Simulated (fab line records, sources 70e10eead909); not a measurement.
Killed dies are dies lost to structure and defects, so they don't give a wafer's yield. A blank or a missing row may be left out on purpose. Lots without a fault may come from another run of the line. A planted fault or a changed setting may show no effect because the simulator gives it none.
Chamber matching | flow nand_harc | NHARC_A_BONDPAD_DEP_00 on pecvd-03: 3 sister chambers
The step deposits SiCN, target thk 250 nm. 6 wafers are shown with their chamber, then 7 later ones without.

WAFERS WITH THEIR CHAMBER
wafer  | chamber | heater_power_w (W)
L995.6 | 2       | 488
L996.1 | 2       | 483
L996.4 | 0       | 497
L996.6 | 1       | 628
L997.2 | 0       | 512
L997.3 | 1       | 624

WAFERS WITHOUT THEIR CHAMBER
wafer  | heater_power_w (W)
L997.5 | 510
L998.3 | 562
L998.4 | 485
L998.5 | 440
L101.3 | 569
L101.5 | 454
L101.6 | 575

WHICH CHAMBER EACH WENT THROUGH
wafer  | from the rows above     | in truth
L997.5 | 0                       | 0
L998.3 | can't be placed: 0 or 1 | 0
L998.4 | 2                       | 2
L998.5 | 2                       | 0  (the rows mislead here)
L101.3 | can't be placed: 1 or 0 | 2
L101.5 | 2                       | 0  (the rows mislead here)
L101.6 | 1                       | 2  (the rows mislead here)
Placed correctly: 2 of 7. Can't be placed from these rows: 2 (the true chamber is among the candidates in 1). Placed wrongly: 3.
How it was worked out, from the rows above alone: a wafer's distance from a chamber is the root of the sum, over the readings, of the square of ((its reading less the chamber's mean) divided by the reading's scatter). The wafer belongs to the nearest chamber; if the next one is less than 2 further off, it can't be placed. A chamber's mean is the mean of its shown wafers. The scatter: the root of (the sum of the squares of (reading less its chamber's mean) over the shown wafers, divided by (wafers less chambers)).
